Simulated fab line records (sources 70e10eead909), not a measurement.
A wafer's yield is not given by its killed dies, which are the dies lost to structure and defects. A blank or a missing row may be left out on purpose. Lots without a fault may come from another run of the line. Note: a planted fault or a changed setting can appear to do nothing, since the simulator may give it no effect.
fab line records / flow nandHarc
record lots=6 wafers=18 lastDay=32
route steps=1302 shown A_CONTACT@1061 END@1302
lots that met no fault: taken from a fault-free run of the same line
startH: hours from the record's opening day to when the first of the lot's shown wafers began / waitH: how many hours have passed since the lot's step before this one / " same as the row above / L1.1+2: one row covering several wafers at once / - value missing, or start not given / * or withheld: withheld / < > ~ a bound
route shown NAME@n: NAME is a module with steps in the file, n the number in the route of the first one / usual: mean/standard deviation taken from wafers without a fault / same: alike in all rows / chamber/n: place in a boat / sites: the reading at each site / _std_site: standard deviation of those values / _edge_site: mean of outer sites minus mean of inner sites / radiusMm: how far each site lies from the wafer's centre / mask NAME#n: copy n / behind: the tool/chamber that last shaped the wafer / hold: what put the lot on hold/how long, in hours/how the hold closed / device: the transistor (n, p or np) that didn't switch / end of line: tests run on the same wafers once the route is complete / a step without rows: its recipe alone / killed: count of dies lost to structure and defects at first sort (not the wafer's yield) / map: shows each die of a wafer: x if killed, . if not, _ if none is there
set.NAME: the setting that was run; set.NAME@STEP: the one run at that earlier step / model.NAME: the simulator's own value behind a step, which no gauge read
a table for each step, a row for each wafer; lots at some steps of the route
services: when a tool's chamber went out of use (startH, in hours from the record's first day, below 0 if earlier), for how many hours, and the reason
## steps
# step NHARC_A_CONTACT_STRIP_104
# recipe cf4FlowSccm=100 chf3FlowSccm=30 arFlowSccm=0 biasW=0 chemistry=CF4/CHF3
# step NHARC_A_CONTACT_STRIP_105
# recipe o2FlowSccm=400 cosFlowSccm=20 arFlowSccm=0 biasW=0 chemistry=O2/COS
# step NHARC_A_CONTACT_ETCH_106
# recipe targetDepthA=900 overetchA=90 timeS=49.5 ionEnergyEv=100 cf4FlowSccm=80 o2FlowSccm=20 arFlowSccm=0 rfW=300 biasW=100 chemistry=CF4/O2
# usual cf4FlowSccm=79.99/0.22 drypumpMotorCurrentA=5.7/0.48 o2FlowSccm=20.00/0.06 oesProductAu=1.005/0.012 rfVppV=198.1/1.4 showerheadPlenumPTorr=1.35/0.052 throttleValvePct=13.396/0.0091
lot.wafer=L142.2 tool=rieDiel-04 chamber=2 startH=569.07 waitH=0.0 cf4FlowSccm=79.93 drypumpMotorCurrentA=6.1 o2FlowSccm=19.88 oesProductAu=1.018 rfHoursCounterH=5 rfVppV=200.3 showerheadPlenumPTorr=1.41 throttleValvePct=13.398
lot.wafer=L142.4 tool=rieDiel-04 chamber=1 startH=569.07 waitH=0.0 cf4FlowSccm=80.04 drypumpMotorCurrentA=5.9 o2FlowSccm=20.04 oesProductAu=1.019 rfHoursCounterH=6 rfVppV=195.7 showerheadPlenumPTorr=1.31 throttleValvePct=13.401
lot.wafer=L142.6 tool=rieDiel-04 chamber=2 startH=569.07 waitH=0.0 cf4FlowSccm=80.01 drypumpMotorCurrentA=6.1 o2FlowSccm=19.98 oesProductAu=1.018 rfHoursCounterH=- rfVppV=199.9 showerheadPlenumPTorr=1.41 throttleValvePct=13.401
lot.wafer=L141.1 tool=rieDiel-04 chamber=1 startH=570.86 waitH=0.1 cf4FlowSccm=79.60 drypumpMotorCurrentA=6.0 o2FlowSccm=20.07 oesProductAu=1.002 rfHoursCounterH=6 rfVppV=195.8 showerheadPlenumPTorr=1.31 throttleValvePct=13.398
lot.wafer=L141.4 tool=rieDiel-04 chamber=0 startH=570.86 waitH=0.1 cf4FlowSccm=80.19 drypumpMotorCurrentA=5.5 o2FlowSccm=19.97 oesProductAu=0.990 rfHoursCounterH=5 rfVppV=198.5 showerheadPlenumPTorr=1.38 throttleValvePct=13.390
lot.wafer=L141.6 tool=rieDiel-04 chamber=2 startH=570.86 waitH=0.1 cf4FlowSccm=79.78 drypumpMotorCurrentA=6.1 o2FlowSccm=19.91 oesProductAu=1.009 rfHoursCounterH=- rfVppV=198.3 showerheadPlenumPTorr=1.41 throttleValvePct=13.398
lot.wafer=L151.1 tool=rieDiel-01 chamber=3 startH=672.59 waitH=0.1 cf4FlowSccm=80.02 drypumpMotorCurrentA=5.7 o2FlowSccm=19.92 oesProductAu=1.005 rfHoursCounterH=31 rfVppV=196.7 showerheadPlenumPTorr=1.30 throttleValvePct=13.395
lot.wafer=L151.2 tool=rieDiel-01 chamber=2 startH=672.59 waitH=0.1 cf4FlowSccm=80.10 drypumpMotorCurrentA=6.7 o2FlowSccm=20.06 oesProductAu=1.011 rfHoursCounterH=31 rfVppV=199.1 showerheadPlenumPTorr=1.40 throttleValvePct=13.386
lot.wafer=L151.6 tool=rieDiel-01 chamber=3 startH=672.59 waitH=0.1 cf4FlowSccm=80.49 drypumpMotorCurrentA=5.7 o2FlowSccm=19.99 oesProductAu=1.006 rfHoursCounterH=- rfVppV=199.0 showerheadPlenumPTorr=1.30 throttleValvePct=13.400
lot.wafer=L152.1 tool=rieDiel-04 chamber=1 startH=680.56 waitH=0.1 cf4FlowSccm=79.87 drypumpMotorCurrentA=5.9 o2FlowSccm=20.00 oesProductAu=0.997 rfHoursCounterH=30 rfVppV=196.7 showerheadPlenumPTorr=1.30 throttleValvePct=13.410
lot.wafer=L152.2 tool=rieDiel-04 chamber=3 startH=680.56 waitH=0.1 cf4FlowSccm=80.05 drypumpMotorCurrentA=5.2 o2FlowSccm=19.92 oesProductAu=0.988 rfHoursCounterH=22 rfVppV=197.6 showerheadPlenumPTorr=1.29 throttleValvePct=13.397
lot.wafer=L152.6 tool=rieDiel-04 chamber=2 startH=680.56 waitH=0.1 cf4FlowSccm=80.29 drypumpMotorCurrentA=6.1 o2FlowSccm=20.02 oesProductAu=1.002 rfHoursCounterH=- rfVppV=200.0 showerheadPlenumPTorr=1.41 throttleValvePct=13.418
lot.wafer=L154.1 tool=rieDiel-04 chamber=0 startH=697.51 waitH=0.1 cf4FlowSccm=80.28 drypumpMotorCurrentA=5.5 o2FlowSccm=20.06 oesProductAu=1.008 rfHoursCounterH=31 rfVppV=198.5 showerheadPlenumPTorr=1.38 throttleValvePct=13.407
lot.wafer=L154.4 tool=rieDiel-04 chamber=2 startH=697.51 waitH=0.1 cf4FlowSccm=80.16 drypumpMotorCurrentA=6.1 o2FlowSccm=19.93 oesProductAu=1.004 rfHoursCounterH=30 rfVppV=200.2 showerheadPlenumPTorr=1.41 throttleValvePct=13.418
lot.wafer=L154.5 tool=rieDiel-04 chamber=0 startH=697.51 waitH=0.1 cf4FlowSccm=80.21 drypumpMotorCurrentA=5.5 o2FlowSccm=20.03 oesProductAu=1.005 rfHoursCounterH=- rfVppV=198.8 showerheadPlenumPTorr=1.38 throttleValvePct=13.407
lot.wafer=L157.1 tool=rieDiel-01 chamber=0 startH=707.62 waitH=0.1 cf4FlowSccm=80.01 drypumpMotorCurrentA=5.8 o2FlowSccm=20.01 oesProductAu=1.002 rfHoursCounterH=43 rfVppV=197.2 showerheadPlenumPTorr=1.36 throttleValvePct=13.399
lot.wafer=L157.2 tool=rieDiel-01 chamber=2 startH=707.62 waitH=0.1 cf4FlowSccm=79.74 drypumpMotorCurrentA=6.7 o2FlowSccm=19.92 oesProductAu=1.003 rfHoursCounterH=45 rfVppV=199.5 showerheadPlenumPTorr=1.40 throttleValvePct=13.391
lot.wafer=L157.4 tool=rieDiel-01 chamber=3 startH=707.62 waitH=0.1 cf4FlowSccm=79.99 drypumpMotorCurrentA=5.7 o2FlowSccm=20.02 oesProductAu=1.015 rfHoursCounterH=45 rfVppV=197.1 showerheadPlenumPTorr=1.30 throttleValvePct=13.398
# step NHARC_A_CONTACT_STRIP_82
# recipe o2FlowSccm=500 arFlowSccm=0 biasW=0 chemistry=O2
# usual drypumpMotorCurrentA=5.7/0.48 o2FlowSccm=500.3/1.5 oesProductAu=1.004/0.014 rfVppV=57.8/0.92 showerheadPlenumPTorr=3.57/0.13 throttleValvePct=17.035/0.0089
lot.wafer=L142.4 tool=rieDiel-04 chamber=2 startH=- waitH=- drypumpMotorCurrentA=6.1 o2FlowSccm=502.5 oesProductAu=1.010 rfHoursCounterH=5 rfVppV=58.7 showerheadPlenumPTorr=3.72 throttleValvePct=17.018
lot.wafer=L142.2 tool=rieDiel-04 chamber=0 startH=- waitH=- drypumpMotorCurrentA=5.5 o2FlowSccm=499.4 oesProductAu=1.011 rfHoursCounterH=5 rfVppV=58.2 showerheadPlenumPTorr=3.65 throttleValvePct=17.028
lot.wafer=L142.6 tool=rieDiel-04 chamber=3 startH=- waitH=- drypumpMotorCurrentA=5.2 o2FlowSccm=498.7 oesProductAu=1.006 rfHoursCounterH=- rfVppV=56.8 showerheadPlenumPTorr=3.42 throttleValvePct=17.025
lot.wafer=L141.1 tool=rieDiel-04 chamber=3 startH=- waitH=- drypumpMotorCurrentA=5.2 o2FlowSccm=498.0 oesProductAu=0.996 rfHoursCounterH=4 rfVppV=57.5 showerheadPlenumPTorr=3.42 throttleValvePct=17.042
lot.wafer=L141.4 tool=rieDiel-04 chamber=1 startH=- waitH=- drypumpMotorCurrentA=6.0 o2FlowSccm=500.4 oesProductAu=1.010 rfHoursCounterH=6 rfVppV=57.8 showerheadPlenumPTorr=3.46 throttleValvePct=17.046
lot.wafer=L141.6 tool=rieDiel-04 chamber=0 startH=- waitH=- drypumpMotorCurrentA=5.5 o2FlowSccm=499.1 oesProductAu=1.024 rfHoursCounterH=- rfVppV=58.6 showerheadPlenumPTorr=3.65 throttleValvePct=17.027
lot.wafer=L151.2 tool=rieDiel-01 chamber=2 startH=- waitH=- drypumpMotorCurrentA=6.7 o2FlowSccm=498.3 oesProductAu=1.022 rfHoursCounterH=31 rfVppV=57.0 showerheadPlenumPTorr=3.69 throttleValvePct=17.048
lot.wafer=L151.1 tool=rieDiel-01 chamber=3 startH=- waitH=- drypumpMotorCurrentA=5.7 o2FlowSccm=503.0 oesProductAu=1.009 rfHoursCounterH=31 rfVppV=58.0 showerheadPlenumPTorr=3.45 throttleValvePct=17.017
lot.wafer=L151.6 tool=rieDiel-01 chamber=3 startH=- waitH=- drypumpMotorCurrentA=5.7 o2FlowSccm=503.9 oesProductAu=1.010 rfHoursCounterH=- rfVppV=57.6 showerheadPlenumPTorr=3.45 throttleValvePct=17.039
lot.wafer=L152.1 tool=rieDiel-04 chamber=3 startH=- waitH=- drypumpMotorCurrentA=5.2 o2FlowSccm=498.6 oesProductAu=0.998 rfHoursCounterH=22 rfVppV=57.0 showerheadPlenumPTorr=3.41 throttleValvePct=17.038
lot.wafer=L152.2 tool=rieDiel-04 chamber=1 startH=- waitH=- drypumpMotorCurrentA=6.0 o2FlowSccm=497.9 oesProductAu=1.009 rfHoursCounterH=30 rfVppV=57.6 showerheadPlenumPTorr=3.45 throttleValvePct=17.030
lot.wafer=L152.6 tool=rieDiel-04 chamber=0 startH=- waitH=- drypumpMotorCurrentA=5.5 o2FlowSccm=501.3 oesProductAu=1.005 rfHoursCounterH=- rfVppV=58.9 showerheadPlenumPTorr=3.64 throttleValvePct=17.042
lot.wafer=L154.1 tool=rieDiel-04 chamber=1 startH=- waitH=- drypumpMotorCurrentA=6.0 o2FlowSccm=502.3 oesProductAu=1.009 rfHoursCounterH=32 rfVppV=58.9 showerheadPlenumPTorr=3.45 throttleValvePct=17.040
lot.wafer=L154.4 tool=rieDiel-04 chamber=0 startH=- waitH=- drypumpMotorCurrentA=5.5 o2FlowSccm=499.5 oesProductAu=1.010 rfHoursCounterH=31 rfVppV=56.6 showerheadPlenumPTorr=3.64 throttleValvePct=17.053
lot.wafer=L154.5 tool=rieDiel-04 chamber=1 startH=- waitH=- drypumpMotorCurrentA=6.0 o2FlowSccm=501.7 oesProductAu=1.008 rfHoursCounterH=- rfVppV=57.9 showerheadPlenumPTorr=3.45 throttleValvePct=17.038
lot.wafer=L157.4 tool=rieDiel-01 chamber=0 startH=- waitH=- drypumpMotorCurrentA=5.8 o2FlowSccm=500.7 oesProductAu=1.004 rfHoursCounterH=43 rfVppV=57.1 showerheadPlenumPTorr=3.60 throttleValvePct=17.029
lot.wafer=L157.2 tool=rieDiel-01 chamber=1 startH=- waitH=- drypumpMotorCurrentA=5.3 o2FlowSccm=500.5 oesProductAu=0.982 rfHoursCounterH=40 rfVppV=56.2 showerheadPlenumPTorr=3.75 throttleValvePct=17.042
lot.wafer=L157.1 tool=rieDiel-01 chamber=2 startH=- waitH=- drypumpMotorCurrentA=6.7 o2FlowSccm=501.2 oesProductAu=1.002 rfHoursCounterH=45 rfVppV=56.8 showerheadPlenumPTorr=3.69 throttleValvePct=17.032
# step NHARC_A_CONTACT_STRIP_83
# recipe timeS=600 tempC=30 chemistry=postEtchResidueRemover
# step NHARC_A_CONTACT_DEP_84
# recipe targetThkA=28000 tempC=400 material=aC
# usual throttleValvePct=35.000/0.0091
lot.wafer=L142.2 tool=aclDep-01 chamber=0 startH=570.85 waitH=- throttleValvePct=34.998
lot.wafer=L142.4 tool=aclDep-01 chamber=0 startH=570.85 waitH=- throttleValvePct=34.995
lot.wafer=L142.6 tool=aclDep-01 chamber=0 startH=570.85 waitH=- throttleValvePct=35.012
lot.wafer=L141.1 tool=aclDep-03 chamber=0 startH=572.06 waitH=- throttleValvePct=35.001
lot.wafer=L141.4 tool=aclDep-03 chamber=0 startH=572.06 waitH=- throttleValvePct=34.999
lot.wafer=L141.6 tool=aclDep-03 chamber=0 startH=572.06 waitH=- throttleValvePct=35.016
lot.wafer=L151.1 tool=aclDep-01 chamber=0 startH=674.37 waitH=- throttleValvePct=34.976
lot.wafer=L151.2 tool=aclDep-01 chamber=0 startH=674.37 waitH=- throttleValvePct=34.995
lot.wafer=L151.6 tool=aclDep-01 chamber=0 startH=675.79 waitH=- throttleValvePct=34.991
lot.wafer=L152.1 tool=aclDep-02 chamber=0 startH=682.99 waitH=- throttleValvePct=35.005
lot.wafer=L152.2 tool=aclDep-02 chamber=0 startH=682.99 waitH=- throttleValvePct=35.010
lot.wafer=L152.6 tool=aclDep-02 chamber=0 startH=684.44 waitH=- throttleValvePct=35.007
lot.wafer=L154.1 tool=aclDep-03 chamber=0 startH=699.87 waitH=- throttleValvePct=35.008
lot.wafer=L154.4 tool=aclDep-03 chamber=0 startH=699.87 waitH=- throttleValvePct=35.004
lot.wafer=L154.5 tool=aclDep-03 chamber=0 startH=699.87 waitH=- throttleValvePct=35.006
lot.wafer=L157.1 tool=aclDep-01 chamber=0 startH=709.76 waitH=- throttleValvePct=35.006
lot.wafer=L157.2 tool=aclDep-01 chamber=0 startH=709.76 waitH=- throttleValvePct=35.007
lot.wafer=L157.4 tool=aclDep-01 chamber=0 startH=709.76 waitH=- throttleValvePct=34.997
# step NHARC_A_CONTACT_DEP_85
# recipe targetThkA=600 targetThkNm=60 tempC=400 pressureTorr=3.5 flowSccm=200 rfW=350 material=SiON
# usual heaterPowerW=734/99
lot.wafer=L142.2 tool=pecvd-02 chamber=0 startH=572.35 waitH=1.2 heaterPowerW=722
lot.wafer=L142.4 tool=pecvd-02 chamber=0 startH=572.35 waitH=1.2 heaterPowerW=702
lot.wafer=L142.6 tool=pecvd-02 chamber=2 startH=572.35 waitH=1.2 heaterPowerW=730
lot.wafer=L141.1 tool=pecvd-02 chamber=1 startH=573.87 waitH=1.5 heaterPowerW=921
lot.wafer=L141.6 tool=pecvd-02 chamber=1 startH=573.87 waitH=1.5 heaterPowerW=925
lot.wafer=L141.4 tool=pecvd-02 chamber=2 startH=573.87 waitH=1.5 heaterPowerW=652
lot.wafer=L151.2 tool=pecvd-02 chamber=2 startH=676.09 waitH=1.2 heaterPowerW=689
lot.wafer=L151.1 tool=pecvd-02 chamber=0 startH=676.09 waitH=1.2 heaterPowerW=668
lot.wafer=L151.6 tool=pecvd-02 chamber=1 startH=676.09 waitH=1.2 heaterPowerW=810
lot.wafer=L152.1 tool=pecvd-03 chamber=1 startH=684.75 waitH=1.5 heaterPowerW=652
lot.wafer=L152.2 tool=pecvd-03 chamber=0 startH=684.75 waitH=1.5 heaterPowerW=579
lot.wafer=L152.6 tool=pecvd-03 chamber=0 startH=684.75 waitH=1.5 heaterPowerW=608
lot.wafer=L154.1 tool=pecvd-03 chamber=2 startH=701.69 waitH=1.5 heaterPowerW=870
lot.wafer=L154.4 tool=pecvd-03 chamber=0 startH=701.69 waitH=1.5 heaterPowerW=576
lot.wafer=L154.5 tool=pecvd-03 chamber=2 startH=701.69 waitH=1.5 heaterPowerW=890
lot.wafer=L157.1 tool=pecvd-02 chamber=2 startH=711.50 waitH=1.5 heaterPowerW=669
lot.wafer=L157.2 tool=pecvd-02 chamber=0 startH=711.50 waitH=1.5 heaterPowerW=572
lot.wafer=L157.4 tool=pecvd-02 chamber=1 startH=711.50 waitH=1.5 heaterPowerW=798
# step NHARC_A_CONTACT_DEHYDRATE_00
# recipe tempC=150 timeS=120
# step NHARC_A_CONTACT_HMDS_01
# recipe timeS=30
# step NHARC_A_CONTACT_COAT_86
# recipe tempC=260 timeS=75
# step NHARC_A_CONTACT_COAT_87
# recipe tempC=225 timeS=65
# step NHARC_A_CONTACT_COAT_02
# recipe spinRpm=1500 resistThkNm=90
# step NHARC_A_CONTACT_SOFTBAKE_03
# recipe tempC=105 timeS=55
# usual exhaustPa=45.1/0.99 heaterPowerTotalW=188.43/0.13
lot.wafer=L142.2 tool=lithoTrack-06 chamber=0 startH=572 waitH=- exhaustPa=45.6 heaterPowerTotalW=190.69
lot.wafer=L142.4 tool=lithoTrack-06 chamber=0 startH=572 waitH=- exhaustPa=45.7 heaterPowerTotalW=190.87
lot.wafer=L142.6 tool=lithoTrack-06 chamber=0 startH=572 waitH=- exhaustPa=46.0 heaterPowerTotalW=190.75
lot.wafer=L141.1 tool=lithoTrack-06 chamber=0 startH=574 waitH=- exhaustPa=46.2 heaterPowerTotalW=190.75
lot.wafer=L141.4 tool=lithoTrack-06 chamber=0 startH=574 waitH=- exhaustPa=45.5 heaterPowerTotalW=190.88
lot.wafer=L141.6 tool=lithoTrack-06 chamber=0 startH=574 waitH=- exhaustPa=45.3 heaterPowerTotalW=190.83
lot.wafer=L151.1 tool=lithoTrack-04 chamber=0 startH=676 waitH=- exhaustPa=45.7 heaterPowerTotalW=188.70
lot.wafer=L151.2 tool=lithoTrack-04 chamber=0 startH=676 waitH=- exhaustPa=45.0 heaterPowerTotalW=188.68
lot.wafer=L151.6 tool=lithoTrack-04 chamber=0 startH=676 waitH=- exhaustPa=45.2 heaterPowerTotalW=188.30
lot.wafer=L152.1 tool=lithoTrack-06 chamber=0 startH=685 waitH=- exhaustPa=44.0 heaterPowerTotalW=188.46
lot.wafer=L152.2 tool=lithoTrack-06 chamber=0 startH=685 waitH=- exhaustPa=45.2 heaterPowerTotalW=188.25
lot.wafer=L152.6 tool=lithoTrack-06 chamber=0 startH=685 waitH=- exhaustPa=44.7 heaterPowerTotalW=188.48
lot.wafer=L154.1 tool=lithoTrack-06 chamber=0 startH=701 waitH=- exhaustPa=46.8 heaterPowerTotalW=188.27
lot.wafer=L154.4 tool=lithoTrack-06 chamber=0 startH=701 waitH=- exhaustPa=47.2 heaterPowerTotalW=188.70
lot.wafer=L154.5 tool=lithoTrack-06 chamber=0 startH=701 waitH=- exhaustPa=47.3 heaterPowerTotalW=188.42
lot.wafer=L157.1 tool=lithoTrack-04 chamber=0 startH=711 waitH=- exhaustPa=44.5 heaterPowerTotalW=188.48
lot.wafer=L157.2 tool=lithoTrack-04 chamber=0 startH=711 waitH=- exhaustPa=45.5 heaterPowerTotalW=188.40
lot.wafer=L157.4 tool=lithoTrack-04 chamber=0 startH=711 waitH=- exhaustPa=43.9 heaterPowerTotalW=188.42
# step NHARC_A_CONTACT_EBR_04
# step NHARC_END_SORT_01
# recipe tempC=25
# usual killedAtArray=54/12 killedAtOther=0.7/1.1 killedAtPeriphery=3.9/2.8 killedDies=59/13 killedOpen=3.4/2 killedShort=2.5/1.7
# same grossDies=677
lot.wafer=L154.1 tool=prober-01 chamber=0 startH=752.28 waitH=2.5 killedAtArray=49 killedAtOther=0 killedAtPeriphery=5 killedDies=54 killedOpen=9 killedShort=4
lot.wafer=L154.4 tool=prober-01 chamber=0 startH=754.62 waitH=3.3 killedAtArray=41 killedAtOther=0 killedAtPeriphery=5 killedDies=46 killedOpen=3 killedShort=1
lot.wafer=L154.5 tool=prober-01 chamber=0 startH=755.40 waitH=3.6 killedAtArray=48 killedAtOther=1 killedAtPeriphery=13 killedDies=62 killedOpen=8 killedShort=6
lot.wafer=L157.1 tool=prober-01 chamber=0 startH=769.31 waitH=2.6 killedAtArray=47 killedAtOther=0 killedAtPeriphery=0 killedDies=47 killedOpen=4 killedShort=0
lot.wafer=L157.2 tool=prober-01 chamber=0 startH=770.12 waitH=2.9 killedAtArray=46 killedAtOther=0 killedAtPeriphery=1 killedDies=47 killedOpen=4 killedShort=3
lot.wafer=L157.4 tool=prober-01 chamber=0 startH=771.74 waitH=3.5 killedAtArray=43 killedAtOther=0 killedAtPeriphery=1 killedDies=44 killedOpen=2 killedShort=2
# killed by level:class
L154.1 A_SLIT:chamberFilmFlake=20 A_CHANNEL_HOLE_D1:chamberFilmFlake=5 A_CONTACT:chamberFilmFlake=4 A_CHANNEL_HOLE_D2:chamberFilmFlake=3 A_BLC:geometricParticle:open=2 P_BONDPAD:chamberFilmFlake=2 P_GATE:geometricParticle:short=1 A_ONON_D1:geometricParticle:open=1
L154.4 A_SLIT:chamberFilmFlake=23 A_CHANNEL_HOLE_D1:chamberFilmFlake=5 A_CONTACT:chamberFilmFlake=5 P_GATE:chamberFilmFlake=3 P_BONDPAD:chamberFilmFlake=2 A_CHANNEL_HOLE_D2:chamberFilmFlake=2 A_ONON_D1:geometricParticle:open=1 A_ONON_D1:geometricParticle:short=1
L154.5 A_SLIT:chamberFilmFlake=21 A_CONTACT:chamberFilmFlake=12 P_BONDPAD:chamberFilmFlake=5 A_CHANNEL_HOLE_D1:chamberFilmFlake=4 P_GATE:chamberFilmFlake=3 P_M0:geometricParticle:open=2 A_ONON_D2:geometricParticle:short=2 A_STAIRCASE:chamberFilmFlake=2
L157.1 A_CHANNEL_HOLE_D2:chamberFilmFlake=24 A_SLIT:chamberFilmFlake=7 A_CONTACT:chamberFilmFlake=7 A_CHANNEL_FILL_D1:geometricParticle:open=2 A_STAIRCASE:chamberFilmFlake=2 A_ONON_D1:geometricParticle:open=1 A_M0:geometricParticle:open=1 A_CHANNEL_HOLE_D1:chamberFilmFlake=1
L157.2 A_CHANNEL_HOLE_D2:chamberFilmFlake=22 A_SLIT:chamberFilmFlake=10 A_WL_FILL:geometricParticle:open=4 A_CONTACT:chamberFilmFlake=3 A_DECK1_JOINT:chamberFilmFlake=2 A_BONDPAD:chamberFilmFlake=2 P_M0:geometricParticle:short=1 A_CHANNEL_FILL_D1:geometricParticle:short=1
L157.4 A_CHANNEL_HOLE_D2:chamberFilmFlake=24 A_SLIT:chamberFilmFlake=9 A_CONTACT:chamberFilmFlake=5 A_SOURCE_PLATE:geometricParticle:open=1 A_ONON_D1:geometricParticle:short=1 A_ONON_D2:geometricParticle:short=1 A_SGD_CUT:geometricParticle:open=1 P_GATE:chamberFilmFlake=1
## services
tool=pecvd-03 chamber=- startH=547.93 hours=13.0 kind=pm
tool=pecvd-02 chamber=- startH=552.46 hours=1.6 kind=repair
tool=lithoTrack-04 chamber=- startH=553.00 hours=7.0 kind=pm
tool=aclDep-01 chamber=- startH=553.32 hours=13.0 kind=pm
tool=rieDiel-04 chamber=2 startH=556.39 hours=3.3 kind=repair
tool=rieDiel-01 chamber=- startH=559.14 hours=9.0 kind=pm
tool=rieDiel-04 chamber=0 startH=566.32 hours=- kind=clean
tool=rieDiel-04 chamber=1 startH=566.32 hours=- kind=clean
tool=rieDiel-04 chamber=2 startH=566.32 hours=- kind=clean
tool=rieDiel-04 chamber=3 startH=566.32 hours=- kind=clean
tool=pecvd-02 chamber=- startH=589.16 hours=13.0 kind=pm
tool=rieDiel-04 chamber=0 startH=590.82 hours=- kind=clean
tool=rieDiel-04 chamber=1 startH=590.82 hours=- kind=clean
tool=rieDiel-04 chamber=2 startH=590.82 hours=- kind=clean
tool=rieDiel-04 chamber=3 startH=593.28 hours=13.2 kind=repair
tool=aclDep-02 chamber=- startH=605.36 hours=13.0 kind=pm
tool=pecvd-03 chamber=- startH=625.09 hours=0.6 kind=repair
tool=rieDiel-04 chamber=0 startH=636.13 hours=3.6 kind=repair
tool=rieDiel-01 chamber=3 startH=649.53 hours=15.0 kind=repair
tool=aclDep-03 chamber=- startH=663.28 hours=13.0 kind=pm
tool=rieDiel-01 chamber=0 startH=670.29 hours=4.2 kind=repair
tool=pecvd-02 chamber=- startH=678.26 hours=0.8 kind=repair
tool=lithoTrack-06 chamber=- startH=704.00 hours=7.0 kind=pm
tool=rieDiel-04 chamber=- startH=709.72 hours=9.0 kind=pm
## key
firstSign step=NHARC_A_CONTACT_SOFTBAKE_03 reading=heaterPowerTotalW direction=up sigmas=18 usual=* struck=*
effect none on later readings
metAt NHARC_A_CONTACT_SOFTBAKE_03
struckWafers L141.1,L141.4,L141.6,L142.2,L142.4,L142.6
testerLeftOut L141,L142
fault kind=processParameterDrift tool=lithoTrack-06 chamber=- onsetH=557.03 steps=NHARC_A_CONTACT_SOFTBAKE_03 channel=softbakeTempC offset=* shape=step endH=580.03 actsIn=* stated=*
# testerLeftOut: of these lots the tester's yield and bins aren't shown, on N5 and GAA mostly nor the transistor test; their killed dies are dies lost to structure and defects alone, not to doping, threshold or leakage, so they don't give the yield
